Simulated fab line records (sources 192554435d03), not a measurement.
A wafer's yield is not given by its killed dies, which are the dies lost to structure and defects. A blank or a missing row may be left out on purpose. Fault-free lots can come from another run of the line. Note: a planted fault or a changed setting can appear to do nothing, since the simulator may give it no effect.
Chamber matching	flow n5-finfet	3 sister chambers for N5_BEOL_M5_CURE_79 on uv-cure-02
The step cures SiCOH lowk, time 240 s. 3 wafers are shown with their chamber, then 7 later ones without.

## WAFERS PAIRED WITH THEIR CHAMBERS
wafer	chamber	lamp-power-pct (%)
L075.5	2	52.30
L077.5	1	52.38
L078.4	0	52.40

## WAFERS WHOSE CHAMBER IS MISSING
wafer	lamp-power-pct (%)
L078.6	52.32
L089.3	52.36
L089.4	52.25
L089.6	52.40
L096.2	52.30
L096.4	52.30
L096.6	52.32

## WHICH CHAMBER EACH WENT THROUGH
wafer	from the rows above	in truth
L078.6	can't be placed: 2 or 1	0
L089.3	can't be placed: 1 or 0 or 2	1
L089.4	2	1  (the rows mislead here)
L089.6	can't be placed: 0 or 1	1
L096.2	2	2
L096.4	2	2
L096.6	can't be placed: 2 or 1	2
Placed correctly: 2 of 7. Can't be placed from these rows: 4 (the true chamber is among the candidates in 3). Number placed wrongly: 1.
How it was worked out, from the rows above alone: a wafer's distance from a chamber is the root of the sum, over the readings, of the square of ((its reading less the chamber's mean) divided by the reading's scatter). If the next closest chamber is less than 2 further off than the closest, the wafer can't be placed; otherwise it belongs to the closest. The mean given for a chamber averages the wafers shown for that chamber. The scatter (one wafer shown for each chamber): square how far every hidden wafer sits from the nearest shown wafer, average those squares and take the square root.
